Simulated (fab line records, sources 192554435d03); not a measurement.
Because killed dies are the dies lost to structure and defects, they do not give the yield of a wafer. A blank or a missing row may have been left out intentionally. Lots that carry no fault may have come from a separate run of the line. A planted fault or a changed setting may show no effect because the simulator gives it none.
fab line records	flow n5Finfet
record: lots: 10	wafers: 29	lastDay: 19
route steps=1938 shown WELL_APT@55 PMOS_HMC_CHANNEL_EPI@67 BEOL_M4@1111
lots that met no fault: taken from a fault-free run of the same line
startH: hours from the record's opening day to when the first of the lot's shown wafers began	waitH: hours elapsed since this lot's preceding step	" the same as in the row above	L1.1+2: several wafers, shown together as one row	- either no value or no given start	* or withheld: withheld	< > ~ a bound
route shown NAME@n: names a module that has steps shown in the file, with the first one's number in the route	usual: mean and standard deviation over wafers with no fault	same: alike in all rows	chamber/n: place in a boat	sites: readings site by site	_std_site: the values' standard deviation	_edge_site: outer sites' mean less inner sites'	radiusMm: for every site, how far away it sits from the centre of the wafer	mask NAME#n: copy n	behind: tool/chamber where the wafer was last shaped	hold: the reason the lot was held/the length of the hold in hours/how it ended	device: names the non-switching transistor (n, p or np)	end of line: the tests these same wafers got at the end of their route	a step with no rows: only its recipe	killed: count of dies lost to structure and defects at first sort (not the wafer's yield)	map: a wafer's dies, marking killed ones x, the rest . and places with no die _
set.NAME: setting as actually run; set.NAME@STEP: the setting as run at that earlier step	model.NAME: the simulator's own value behind a step, which no gauge read
route steps across a sampled set of lots; one table per step, one row per wafer
services: the hour from which a tool's chamber was out of use, counted from the record's first day as startH (under 0 if before that day), plus the number of hours and why
== steps ==
step: N5_WELL_APT_EPI_41
recipe: material: Si	targetThkA: 500	tempC: 650	precursor: SiH4/H2	pressureTorr: 20	timeS: 297.7
usual: throttleValvePct: 11.03/0.22
lot.wafer	tool	chamber	startH	waitH	throttleValvePct
L666.3	epiRpcvd-01	0	28.69	0.2	10.85
L666.4	"	0	"	"	10.79
L666.6	"	0	"	"	11.01
L668.1	epiRpcvd-01	0	40.41	0.0	10.93
L668.3	"	0	"	"	10.90
L668.5	"	0	"	"	10.57
L672.2	epiRpcvd-04	0	64.38	0.1	11.37
L672.3	"	0	"	"	11.26
L672.4	"	0	"	"	10.90
L673.1	epiRpcvd-01	0	70.30	0.0	11.07
L673.2	"	0	"	"	10.74
L673.4	"	0	"	"	10.85
L677.1	epiRpcvd-04	0	96.57	0.0	11.18
L677.2	"	0	"	"	10.88
L677.3	"	0	"	"	11.39
L678.2	epiRpcvd-04	0	100.51	0.2	11.24
L678.3	"	0	"	"	11.45
L678.5	"	0	"	"	11.14
L679.3	epiRpcvd-01	0	106.57	0.2	10.84
L679.5	"	0	"	"	10.94
L684.3	epiRpcvd-02	0	137.38	0.2	10.95
L684.4	"	0	"	"	10.93
L684.5	"	0	"	"	11.17
L686.1	epiRpcvd-02	0	147.96	0.0	10.91
L686.4	"	0	"	"	11.34
L686.5	"	0	"	"	11.05
L687.1	epiRpcvd-01	0	155.18	0.0	10.62
L687.3	"	0	"	"	10.70
L687.6	"	0	"	"	10.74
step: N5_PMOS_HMC_CHANNEL_EPI_INSPECT_11
recipe: mode: adi	inspectInstrument: macro
usual: rawDefectCount: 2.1/1.3
lot.wafer	tool	chamber	startH	waitH	rawDefectCount
L666.3	defectInspect-01	-	29.63	0.0	1
L666.4	"	-	"	"	5
L666.6	"	-	"	"	2
L668.1	defectInspect-01	-	41.54	0.0	3
L668.3	"	-	"	"	0
L668.5	"	-	"	"	2
L672.2	defectInspect-02	-	65.29	0.0	0
L672.3	"	-	"	"	3
L672.4	"	-	"	"	1
L673.1	defectInspect-01	-	71.43	0.0	0
L673.2	"	-	"	"	2
L673.4	"	-	"	"	2
L677.1	defectInspect-01	-	97.58	0.0	1
L677.2	"	-	"	"	2
L677.3	"	-	"	"	2
L678.2	defectInspect-01	-	101.59	0.0	4
L678.3	"	-	"	"	3
L678.5	"	-	"	"	4
L679.3	defectInspect-02	-	107.50	0.0	3
L679.5	"	-	"	"	2
L684.3	defectInspect-01	-	138.32	0.0	1
L684.4	"	-	"	"	2
L684.5	"	-	"	"	3
L686.1	defectInspect-01	-	148.98	0.0	2
L686.4	"	-	"	"	3
L686.5	"	-	"	"	0
L687.1	defectInspect-01	-	156.34	0.0	4
L687.3	"	-	"	"	3
L687.6	"	-	"	"	2
step: N5_PMOS_HMC_CHANNEL_EPI_ETCH_32
recipe: chemistry: N2/H2	target: BARC	stopOn: SiO2	targetDepthA: 858	overEtchFrac: 0.3	timeS: 50.3	ionEnergyEv: 200	maskMaterial: CAR-ArF-block	pressureMtorr: 30	sourceW: 840	biasW: 150	n2FlowSccm: 200	h2FlowSccm: 200
usual: drypumpMotorCurrentA: 5.7/0.72	h2FlowSccm: 200.0/0.59	oesProductAu: 0.65/0.055	overEtchFrac: 0.3/0	rfVppV: 524.0/2.9	showerheadPlenumPTorr: 2.55/0.1	throttleValvePct: 17.96/0.18
lot.wafer	tool	chamber	startH	waitH	drypumpMotorCurrentA	h2FlowSccm	oesProductAu	overEtchFrac	rfHoursCounterH	rfVppV	showerheadPlenumPTorr	throttleValvePct
L666.3	rieDiel-05	0	29.70	0.0	6.7	200.1	0.63	0.3	154	522.4	2.42	18.15
L666.4	"	3	"	"	4.9	200.0	0.58	0.3	229	520.3	2.42	18.24
L666.6	"	2	"	"	5.3	199.8	0.64	0.3	-	526.0	2.64	17.83
L668.1	rieDiel-06	3	41.61	0.0	5.4	200.4	0.66	0.3	139	524.2	2.54	17.96
L668.3	"	2	"	"	6.5	199.4	0.60	0.3	227	523.4	2.51	17.92
L668.5	"	2	"	"	6.5	199.8	0.60	0.3	-	522.9	2.51	17.91
L672.2	rieDiel-06	3	65.36	0.0	5.4	200.6	0.66	0.3	144	524.0	2.54	17.96
L672.3	"	0	"	"	6.4	199.3	0.74	0.3	41	528.2	2.70	17.52
L672.4	"	2	"	"	6.5	200.2	0.60	0.3	234	523.7	2.51	17.92
L673.1	rieDiel-05	0	71.50	0.0	6.7	201.3	0.63	0.3	165	519.7	2.41	18.16
L673.2	"	3	"	"	4.9	199.7	0.57	0.3	242	518.1	2.41	18.26
L673.4	"	2	"	"	5.3	199.9	0.63	0.3	174	526.4	2.64	17.86
L677.1	rieDiel-06	0	97.65	0.0	6.4	200.5	0.73	0.3	48	527.7	2.70	17.52
L677.2	"	3	"	"	5.4	200.3	0.60	0.46949	151	522.8	2.54	17.95
L677.3	"	1	"	"	5.3	199.2	0.64	0.3	165	522.3	2.52	17.87
L678.2	rieDiel-06	2	101.65	0.0	6.5	199.3	0.55	0.46949	242	522.3	2.51	17.93
L678.3	"	3	"	"	5.5	200.3	0.65	0.3	152	524.5	2.54	17.99
L678.5	"	2	"	"	6.5	200.2	0.56	0.46949	-	522.5	2.51	17.91
L679.3	rieDiel-06	1	107.57	0.0	5.4	200.3	0.63	0.3	168	524.3	2.52	17.87
L679.5	"	3	"	"	5.5	200.8	0.61	0.46949	-	522.6	2.54	17.94
L684.3	rieDiel-05	3	138.63	0.0	5.0	201.4	0.81	0.3	5	528.4	2.73	17.83
L684.4	"	2	"	"	5.3	200.4	0.61	0.3	198	526.3	2.63	17.91
L684.5	"	1	"	"	6.7	199.1	0.64	0.3	-	520.9	2.43	18.01
L686.1	rieDiel-05	0	149.05	0.0	6.7	200.3	0.60	0.3	193	519.0	2.40	18.21
L686.4	"	1	"	"	6.7	200.5	0.64	0.3	148	520.0	2.43	17.99
L686.5	"	3	"	"	5.0	200.4	0.81	0.3	-	528.8	2.73	17.85
L687.1	rieDiel-05	3	156.64	0.0	4.9	199.0	0.80	0.3	10	528.8	2.73	17.86
L687.3	"	0	"	"	6.7	200.1	0.60	0.3	195	521.6	2.40	18.22
L687.6	"	0	"	"	6.7	200.3	0.60	0.3	-	520.7	2.40	18.22
step: N5_PMOS_HMC_CHANNEL_EPI_CMP_21
recipe: material: SiGe30	postCmpClean: alkalineBrush	targetThkNm: 54
usual: motorCurrentA: 11.8/1.3
lot.wafer	tool	chamber	startH	waitH	motorCurrentA
L666.4	cmp-02	1	31.67	0.1	10.0
L666.3	"	3	"	"	13.1
L666.6	"	0	"	"	10.0
L668.3	cmp-03	0	43.64	0.1	11.5
L668.1	"	1	"	"	12.6
L668.5	"	2	"	"	12.9
L672.4	cmp-02	0	67.29	0.0	9.8
L672.3	"	1	"	"	10.8
L672.2	"	3	"	"	13.0
L673.2	cmp-04	0	73.44	0.0	10.9
L673.1	"	1	"	"	12.2
L673.4	"	2	"	"	14.6
L677.2	cmp-03	1	99.62	0.1	13.6
L677.1	"	2	"	"	13.1
L677.3	"	3	"	"	12.6
L678.2	cmp-02	0	103.58	0.0	10.0
L678.3	"	3	"	"	12.9
L678.5	"	1	"	"	10.3
L679.3	cmp-02	0	109.62	0.1	10.0
L679.5	"	2	"	"	11.8
L684.3	cmp-02	1	141.03	0.1	10.4
L684.4	"	2	"	"	11.8
L684.5	"	3	"	"	13.5
L686.1	cmp-02	1	151.13	0.1	9.9
L686.4	"	3	"	"	13.3
L686.5	"	1	"	"	10.3
L687.3	cmp-02	1	158.63	0.0	10.7
L687.1	"	2	"	"	12.7
L687.6	"	2	"	"	11.9
step: N5_BEOL_M4_RC_MEAS_101
usual: DIBL_N: 36.3/1.9	DIBL_P: 36.0/2.1	IOFF_N: 0.16/0.031	IOFF_P: 0.21/0.035	ION_N: 675/14	ION_P: 464/8.5	SS_N: 71.5/0.6	SS_P: 73.3/0.72	VT_N: 250/3.2	VT_P: -250/3.1
lot.wafer	tool	chamber	startH	waitH	DIBL_N[mV/V]	DIBL_P[mV/V]	IOFF_N[nA/um]	IOFF_P[nA/um]	ION_N[uA/um]	ION_P[uA/um]	SS_N[mV/dec]	SS_P[mV/dec]	VT_N[mV]	VT_P[mV]
L666.3	prober-01	0	174.19	0.3	33.5	31.3	0.11	0.14	649	443	70.3	72.5	254	-258
L666.4	"	0	"	"	37.7	36.1	0.17	0.20	662	455	72.0	73.5	253	-252
L666.6	"	0	"	"	34.6	32.5	0.13	0.15	664	452	71.9	72.4	253	-256
L668.1	prober-02	0	186.04	0.0	36.8	36.4	0.15	0.20	654	452	72.1	73.0	254	-254
L668.3	"	0	"	"	35.1	34.4	0.13	0.18	664	455	70.7	72.6	253	-253
L668.5	"	0	"	"	34.9	34.6	0.13	0.18	668	459	71.4	73.1	253	-253
L672.2	prober-01	0	202.23	0.2	33.6	31.7	0.10	0.16	667	464	70.8	71.8	257	-254
L672.3	"	0	"	"	36.4	35.0	0.14	0.21	675	462	72.4	72.9	252	-248
L672.4	"	0	"	"	35.0	34.1	0.12	0.20	663	462	70.9	72.1	255	-249
L673.1	prober-01	0	208.91	0.0	37.2	39.2	0.19	0.23	662	451	72.9	73.5	250	-249
L673.2	"	0	"	"	33.7	35.7	0.13	0.18	667	454	70.8	72.9	252	-255
L673.4	"	0	"	"	30.6	31.6	0.09	0.13	638	441	70.6	72.3	256	-255
L678.2	prober-01	0	285.25	0.2	37.7	35.8	0.17	0.22	691	473	72.6	73.5	248	-246
L678.3	"	0	"	"	36.4	34.5	0.15	0.19	675	462	72.1	72.9	250	-251
L678.5	"	0	"	"	37.2	34.4	0.16	0.19	676	460	72.3	72.9	251	-251
L684.3	prober-01	0	289.68	0.3	35.2	36.5	0.14	0.17	678	458	70.4	72.9	248	-257
L684.4	"	0	"	"	35.7	36.8	0.16	0.18	681	457	71.7	73.2	248	-254
L684.5	"	0	"	"	37.2	39.7	0.19	0.22	698	471	72.5	73.5	246	-250
L679.3	prober-01	0	302.67	0.3	33.1	32.6	0.11	0.14	665	450	69.9	72.3	255	-255
L679.5	"	0	"	"	37.4	37.9	0.17	0.21	680	470	71.8	73.6	253	-252
L677.1	prober-02	0	320.06	0.0	37.1	36.4	0.16	0.20	672	461	72.1	73.9	255	-252
L677.2	"	0	"	"	37.9	38.7	0.19	0.26	674	468	71.9	74.0	250	-248
L677.3	"	0	"	"	36.8	35.7	0.15	0.21	676	469	71.6	73.9	251	-250
L686.1	prober-02	0	324.58	0.0	35.8	36.4	0.15	0.23	676	469	72.4	73.1	251	-249
L686.4	"	0	"	"	34.3	34.6	0.13	0.19	673	465	71.7	72.1	253	-250
L686.5	"	0	"	"	36.3	36.0	0.15	0.21	676	465	72.0	72.5	251	-249
L687.1	prober-01	0	340.67	0.0	36.2	36.7	0.15	0.21	668	460	71.1	73.1	250	-249
L687.3	"	0	"	"	36.5	36.7	0.15	0.21	668	458	70.7	73.2	251	-248
L687.6	"	0	"	"	36.9	37.3	0.16	0.21	665	457	71.4	74.1	251	-250
== services ==
tool	chamber	startH	hours	kind
cmp-02	-	8.40	1.4	repair
cmp-03	-	12.09	1.2	repair
cmp-03	-	14.15	2.2	repair
cmp-03	-	20.90	4.0	pm
epiRpcvd-02	-	22.73	0.8	repair
epiRpcvd-02	-	41.53	8.1	pm
epiRpcvd-04	-	61.41	2.7	repair
rieDiel-05	-	61.74	0.4	repair
rieDiel-06	-	78.44	14.6	pm
cmp-04	-	84.65	1.4	repair
cmp-03	-	90.52	1.1	repair
cmp-04	-	93.13	3.8	repair
rieDiel-05	3	93.56	-	clean
rieDiel-05	3	93.56	-	consumableReplace:focusRing
rieDiel-05	3	93.56	-	consumableReplace:showerhead
rieDiel-05	3	93.56	27.5	scheduledDown
rieDiel-05	3	93.56	27.5	ventCycle
epiRpcvd-01	-	96.50	1.0	repair
cmp-04	-	104.29	4.8	pm
cmp-04	-	110.98	0.7	repair
epiRpcvd-01	-	112.72	14.6	pm
rieDiel-06	2	128.02	-	clean
cmp-03	-	153.60	5.6	pm
epiRpcvd-04	-	155.36	0.6	repair
== key ==
firstSign: step: N5_PMOS_HMC_CHANNEL_EPI_ETCH_32	reading: overEtchFrac	direction: up	sigmas: 99+	usual: 0.3	struck: 0.46949
effect none on later readings
metAt N5_PMOS_HMC_CHANNEL_EPI_ETCH_32
struckLots L677,L678,L679
struckWafers L677.2,L678.2,L678.5,L679.5
notActingAt N5_WELL_APT_EPI_41,N5_PMOS_HMC_CHANNEL_EPI_INSPECT_11,N5_PMOS_HMC_CHANNEL_EPI_CMP_21
onsetBetween 65.36 97.65
fault: kind: processParameterDrift	tool: rieDiel-06	chamber: -	onsetH: 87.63	steps: N5_PMOS_HMC_CHANNEL_EPI_ETCH_32	channel: overEtchFrac	offset: 0.16949	shape: step	endH: 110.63	scope: struckWafersOnly	actsIn: theseRecipesOnly	stated: 0.3
